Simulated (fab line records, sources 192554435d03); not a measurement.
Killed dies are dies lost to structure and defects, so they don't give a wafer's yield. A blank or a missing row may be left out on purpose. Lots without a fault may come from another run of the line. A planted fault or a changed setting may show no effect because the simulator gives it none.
fab line records | flow n5_finfet
record lots=6 wafers=16 last_day=18
route steps=1938 shown BEOL_M6@1200
lots that met no fault: from a run of the same line without faults
start_h: hours from the record's first day to the start of the lot's first wafer shown | wait_h: hours since the lot's step before | " the same as in the row above | L1.1+2: a row that stands for several wafers | - no value, or no start given | * or withheld: withheld | < > ~ a bound
route shown NAME@n: a module of which the file shows steps, and the number in the route of the first | usual: mean/standard deviation of fault-free wafers | same: alike in all rows | chamber/n: place in a boat | sites: the reading at each site | _std_site: their standard deviation | _edge_site: outer sites' mean less inner sites' | radius_mm: how far each site lies from the wafer's centre | mask NAME#n: copy n | behind: the tool/chamber that last shaped the wafer | hold: why the lot was held/for how many hours/how that ended | device: the transistor (n, p or np) that didn't switch | end of line: the same wafers' tests at the end of the route | a step without rows: its recipe alone | killed: dies lost to structure and defects at the first sort, not the wafer's yield | map: a wafer's dies, x killed, . not, _ none there
set.NAME: the setting as run; set.NAME@STEP: as run at that earlier step | model.NAME: the simulator's own value behind a step, which no gauge read
lots at some steps of the route; a table a step, a row a wafer
services: from which hour (start_h, from the record's first day; less than 0 if before it) a tool's chamber was out of use, for how many hours, and why
## steps
# step N5_BEOL_M6_COAT_60
# recipe resist=SiARC temp_c=220 time_s=60 spin_rpm=1500 resist_thk_nm=35
# step N5_BEOL_M6_COAT_05
# recipe resist=CAR-ArF spin_rpm=1500 resist_thk_nm=90
# step N5_BEOL_M6_EBR_07
# recipe solvent=PGMEA ebr_width_mm=1.5
# step N5_BEOL_M6_SOFTBAKE_06
# recipe temp_c=110 time_s=60 resist=CAR-ArF
# step N5_BEOL_M6_EXPOSE_08
# recipe mask_id=M6 na=1.35 source_shape=dipole sigma_inner=0.817 sigma_outer=0.97 polarization=te dose_mj=68.25
# step N5_BEOL_M6_PEB_09
# recipe peb_temp_c=withheld peb_time_s=60 resist=CAR-ArF
# step N5_BEOL_M6_DEVELOP_10
# recipe develop_time_s=30 developer=TMAH resist=CAR-ArF rinse_liquid=diw dry=air_spin dev_temp_c=23
# step N5_BEOL_M6_CD_MEAS_11
# recipe target_cd_nm=38.5 landing_energy_ev=500 detector=se_inlens polarity=opening
# usual cd_nm=38.5/0.49
# columns lot.wafer tool chamber start_h wait_h cd_nm
L412.2 cd_sem-03 0 194.48 - 38.0
L412.4 " 0 " " 37.9
L412.6 " 0 " " 38.3
L420.3 cd_sem-01 0 256.93 - 38.9
L420.4 " 0 " " 39.1
L420.6 " 0 " " 38.6
L425.2 cd_sem-03 0 288.67 - 38.9
L425.5 " 0 " " 39.1
L427.1 cd_sem-01 0 303.72 - 38.3
L427.4 " 0 " " 38.7
L429.2 cd_sem-02 0 314.52 - 37.9
L429.5 " 0 " " 38.7
L429.6 " 0 " " 38.3
L431.3 cd_sem-01 0 330.84 - 39.0
L431.4 " 0 " " 38.3
L431.5 " 0 " " 37.9
# step N5_BEOL_M6_OVL_MEAS_12
# recipe points_per_wafer=44
# usual M6_OVL=0.5/0.65
# columns lot.wafer tool chamber start_h wait_h M6_OVL[nm]
L412.2 overlay-02 0 194.51 0.0 0.4
L412.4 " 0 " " 0.5
L412.6 " 0 " " 0.4
L420.3 overlay-02 0 256.96 0.0 1.0
L420.4 " 0 " " 0.8
L420.6 " 0 " " 1.0
L425.2 overlay-02 0 288.70 0.0 1.2
L425.5 " 0 " " 0.9
L427.1 overlay-01 0 303.75 0.0 -0.9
L427.4 " 0 " " 1.1
L429.2 overlay-02 0 314.55 0.0 -0.2
L429.5 " 0 " " 0.1
L429.6 " 0 " " -0.4
L431.3 overlay-01 0 330.87 0.0 1.2
L431.4 " 0 " " 1.1
L431.5 " 0 " " 0.6
# step N5_BEOL_M6_INSPECT_13
# recipe mode=adi inspect_instrument=brightfield
# usual raw_defect_count=428/100
# columns lot.wafer tool chamber start_h wait_h raw_defect_count
L412.2 defect_inspect-02 - 194.53 0.0 360
L412.4 " - " " 305
L412.6 " - " " 351
L420.3 defect_inspect-01 - 256.98 0.0 389
L420.4 " - " " 372
L420.6 " - " " 441
L425.2 defect_inspect-02 - 288.73 0.0 494
L425.5 " - " " 375
L427.1 defect_inspect-02 - 303.78 0.0 305
L427.4 " - " " 253
L429.2 defect_inspect-01 - 314.57 0.0 317
L429.5 " - " " 450
L429.6 " - " " 464
L431.3 defect_inspect-02 - 330.89 0.0 505
L431.4 " - " " 526
L431.5 " - " " 485
# step N5_BEOL_M6_DESCUM_16
# recipe chemistry=O2 time_s=7.9 source_power_w=50 bias_power_w=20 pressure_mtorr=20 rf_frequency_hz=2.712e+07 temp_c=40 resist=CAR-ArF o2_flow_sccm=225
# usual drypump_motor_current_A=5.8/0.45 oes_product_au=0.83/0.074 rf_vpp_V=243.6/1.1 showerhead_plenum_p_Torr=2.11/0.064 temp_c=39.99/0.11 throttle_valve_pct=20.37/0.21
# columns lot.wafer tool chamber start_h wait_h drypump_motor_current_A oes_product_au rf_hours_counter_h rf_vpp_V showerhead_plenum_p_Torr temp_c throttle_valve_pct
L412.2 rie_diel-01 3 194.57 0.0 5.5 0.69 229 244.2 2.07 40.01 20.60
L412.4 " 1 " " 6.5 0.84 76 243.9 2.10 39.99 19.99
L412.6 " 2 " " 5.3 0.69 - 242.4 2.05 40.01 20.60
L420.3 rie_diel-06 2 257.01 0.0 5.6 0.92 17 243.2 2.14 40.22 20.26
L420.4 " 3 " " 5.7 0.73 206 243.4 2.06 39.83 20.80
L420.6 " 0 " " 5.1 0.76 - 243.5 2.15 40.04 20.32
L425.2 rie_diel-06 2 289.36 0.6 5.5 0.91 29 243.0 2.13 40.07 20.28
L425.5 " 0 " " 5.2 0.75 - 245.4 2.15 39.98 20.31
L427.1 rie_diel-06 1 303.86 0.1 6.0 0.83 82 244.0 2.23 39.88 20.36
L427.4 " 0 " " 5.1 0.75 181 243.1 2.14 39.91 20.34
L429.2 rie_diel-01 3 314.61 0.0 5.4 0.95 13 242.2 2.06 39.87 20.31
L429.5 " 1 " " 6.4 0.81 - 242.0 2.09 40.17 20.05
L429.6 " 2 " " 5.3 0.89 - 243.7 2.04 40.02 20.25
L431.3 rie_diel-01 0 330.93 0.0 6.7 0.85 49 242.4 2.14 40.06 20.33
L431.4 " 3 " " 5.5 0.93 18 244.7 2.06 40.13 20.31
L431.5 " 2 " " 5.3 0.88 - 243.0 2.04 40.11 20.25
# step N5_BEOL_M6_ETCH_61
# recipe chemistry=CF4 target=SiARC target_depth_a=455 mask_material=CAR-ArF time_s=75.8 ion_energy_ev=80 pressure_mtorr=40 source_w=545 bias_w=36 Ar_flow_sccm=100 cf4_flow_sccm=100 ends=cleared
# usual bias_w=36.01/0.12 drypump_motor_current_A=5.8/0.45 etch_rf_on_time_s=75.0/2.1 oes_product_au=0.72/0.063 rf_vpp_V=184.3/0.96 showerhead_plenum_p_Torr=2.17/0.057 throttle_valve_pct=15.56/0.24
# columns lot.wafer tool chamber start_h wait_h bias_w drypump_motor_current_A etch_rf_on_time_s oes_product_au rf_hours_counter_h rf_vpp_V showerhead_plenum_p_Torr throttle_valve_pct
L412.2 rie_diel-01 3 194.60 0.0 35.93 5.5 75.5 0.60 229 184.5 2.11 15.81
L412.4 " 1 " " 36.01 6.4 74.9 0.73 76 184.2 2.16 15.26
L412.6 " 2 " " 35.92 5.3 74.7 0.60 - 183.2 2.11 15.90
L420.3 rie_diel-06 2 257.05 0.0 35.93 5.5 77.4 0.80 17 185.0 2.19 15.43
L420.4 " 3 " " 36.16 5.7 74.1 0.63 206 182.9 2.12 16.06
L420.6 " 0 " " 36.02 5.1 77.9 0.65 - 186.0 2.22 15.70
L425.2 rie_diel-06 2 289.39 0.0 36.03 5.6 76.4 0.77 29 183.8 2.19 15.45
L425.5 " 0 " " 36.04 5.1 77.2 0.64 - 185.6 2.22 15.71
L427.1 rie_diel-06 1 303.89 0.0 36.09 6.0 75.3 0.70 82 186.4 2.25 15.41
L427.4 " 0 " " 36.05 5.1 78.3 0.63 181 185.7 2.22 15.74
L429.2 rie_diel-01 3 314.64 0.0 35.94 5.5 73.5 0.81 13 185.2 2.10 15.37
L429.5 " 1 " " 35.93 6.4 75.1 0.70 - 185.3 2.15 15.33
L429.6 " 2 " " 35.99 5.3 72.2 0.77 - 184.1 2.10 15.45
L431.3 rie_diel-01 0 330.96 0.0 36.07 6.7 73.3 0.74 49 184.5 2.18 15.47
L431.4 " 3 " " 35.98 5.4 72.4 0.80 18 182.7 2.10 15.37
L431.5 " 2 " " 35.93 5.3 71.4 0.78 - 183.9 2.10 15.47
# step N5_BEOL_M6_ETCH_62
# recipe chemistry=N2/H2 target=SOC target_depth_a=1100 overetch_a=220 mask_material=SiARC temp_c=40 time_s=165 ion_energy_ev=200 pressure_mtorr=30 source_w=840 bias_w=150 n2_flow_sccm=200 h2_flow_sccm=200
# usual bias_w=150.0/0.44 drypump_motor_current_A=5.8/0.45 oes_product_au=0.71/0.06 rf_vpp_V=524.7/2 showerhead_plenum_p_Torr=2.58/0.073 temp_c=40.00/0.11 throttle_valve_pct=17.82/0.28
# columns lot.wafer tool chamber start_h wait_h bias_w drypump_motor_current_A oes_product_au rf_hours_counter_h rf_vpp_V showerhead_plenum_p_Torr temp_c throttle_valve_pct model.SiARC_of_BEOL_M6_COAT_60.thk_nm
L412.2 rie_diel-01 3 194.66 0.0 150.6 5.5 0.60 229 523.4 2.51 40.08 18.09 28.4
L412.4 " 1 " " 149.7 6.4 0.72 76 525.4 2.56 39.95 17.38 28.2
L412.6 " 2 " " 149.5 5.3 0.59 - 522.6 2.51 40.04 18.09 28.4
L420.3 rie_diel-06 2 257.11 0.0 150.0 5.6 0.79 17 526.2 2.61 39.98 17.78 28.6
L420.4 " 3 " " 150.1 5.7 0.62 206 523.3 2.53 39.90 18.38 28.4
L420.6 " 0 " " 149.7 5.1 0.65 - 526.7 2.65 40.05 18.03 28.6
L425.2 rie_diel-06 2 289.45 0.0 - 5.6 0.87 29 526.1 2.60 39.78 17.82 28.8
L425.5 " 0 " " 150.3 5.1 0.65 - 525.9 2.65 40.00 18.04 28.2
L427.1 rie_diel-06 1 303.95 0.0 149.8 6.1 0.70 82 526.7 2.68 40.01 17.62 28.2
L427.4 " 0 " " - 5.2 0.71 181 526.1 2.64 40.21 18.06 29.2
L429.2 rie_diel-01 3 314.70 0.0 149.1 5.4 0.79 13 522.1 2.50 39.98 17.74 28.4
L429.5 " 1 " " 150.1 6.4 0.68 - 523.4 2.55 40.06 17.45 28.4
L429.6 " 2 " " 149.9 5.3 0.75 - 522.4 2.49 40.06 17.68 28.2
L431.3 rie_diel-01 0 331.02 0.0 149.7 6.7 0.72 49 525.1 2.60 40.15 17.66 28.4
L431.4 " 3 " " 150.0 5.5 0.78 18 523.3 2.49 40.04 17.73 28.2
L431.5 " 2 " " 150.1 5.3 0.74 - 523.2 2.49 40.10 17.70 28.2
# step N5_BEOL_M6_STRIP_68
# recipe chemistry=N2/H2 temp_c=40 n2_flow_sccm=200 h2_flow_sccm=200 rf_frequency_hz=6e+07
## services
# columns tool chamber start_h hours kind
rie_diel-06 2 184.66 - clean
rie_diel-06 2 184.66 - consumable_replace:focus_ring
rie_diel-06 2 184.66 21.6 scheduled_down
rie_diel-06 2 184.66 21.6 vent_cycle
rie_diel-01 2 210.24 - clean
rie_diel-01 2 210.24 - consumable_replace:focus_ring
rie_diel-01 2 210.24 15.4 scheduled_down
rie_diel-01 2 210.24 15.4 vent_cycle
rie_diel-01 3 247.96 - clean
rie_diel-01 3 247.96 - consumable_replace:focus_ring
rie_diel-01 3 247.96 16.2 scheduled_down
rie_diel-01 3 247.96 16.2 vent_cycle
rie_diel-01 - 282.13 15.6 pm
rie_diel-06 - 319.09 2.8 pm
## key
first_sign none at tools or gauges
model_effect step=N5_BEOL_M6_ETCH_62 value=SiARC_of_BEOL_M6_COAT_60.thk_nm without=28.4 struck=29
met_at N5_BEOL_M6_ETCH_62
struck_wafers L425.2,L427.4
onset_between 257.11 289.45
fault kind=process_parameter_drift tool=rie_diel-06 chamber=- onset_h=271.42 steps=N5_BEOL_M6_ETCH_62 channel=time_s offset=* shape=step end_h=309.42 scope=struck_wafers_only acts_in=* stated=*
